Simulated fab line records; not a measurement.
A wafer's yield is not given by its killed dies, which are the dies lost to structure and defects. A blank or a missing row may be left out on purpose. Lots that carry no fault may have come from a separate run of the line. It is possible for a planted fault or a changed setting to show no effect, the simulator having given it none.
Matching of chambers | flow nandHarc | cmp-03 running NHARC_A_M0_CMP_23: 4 sister chambers
The step polishes, t overpolish 20 s, target thk 113.75 nm. 8 wafers are shown with their chamber, then 7 later ones without.

== WAFERS PAIRED WITH THEIR CHAMBERS ==
wafer  | chamber | motorCurrentA (A) | timeToEndpointS (s)
L312.5 | 2       | 13.5              | 25.6
L319.1 | 0       | 12.1              | 32.7
L319.3 | 3       | 11.2              | 31.2
L320.3 | 3       | 12.0              | 28.7
L320.4 | 1       | 10.2              | 31.9
L320.5 | 2       | 12.3              | 28.8
L332.1 | 0       | 12.3              | 29.7
L332.4 | 1       | 9.7               | 28.4

== WAFERS WITH NO CHAMBER GIVEN ==
wafer  | motorCurrentA (A) | timeToEndpointS (s)
L332.5 | 14.3              | 27.1
L333.2 | 13.4              | 29.3
L333.5 | 13.7              | 28.3
L333.6 | 9.2               | 31.0
L335.1 | 11.4              | 28.0
L335.4 | 9.5               | 28.3
L335.5 | 11.6              | 29.2

== THE CHAMBER EACH PASSED THROUGH ==
wafer  | from the rows above               | in truth
L332.5 | can't be placed: 2 or 0           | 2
L333.2 | can't be placed: 2 or 0 or 3      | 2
L333.5 | can't be placed: 2 or 0           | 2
L333.6 | 1                                 | 1
L335.1 | can't be placed: 3 or 0 or 2 or 1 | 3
L335.4 | 1                                 | 1
L335.5 | can't be placed: 3 or 0           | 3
2 of 7 placed correctly. These rows do not allow placing 5 (true chamber among the candidates in 5). 0 placed wrongly.
How it was worked out, from the rows above alone: a wafer's distance from a chamber is the root of the sum, over the readings, of the square of ((its reading less the chamber's mean) divided by the reading's scatter). If the next closest chamber is less than 2 further off than the closest, the wafer can't be placed; otherwise it belongs to the closest. A chamber's mean is the mean of its shown wafers. The scatter: take each reading less its chamber's mean, square it, sum over the shown wafers, divide by the number of wafers less the number of chambers, and take the root.
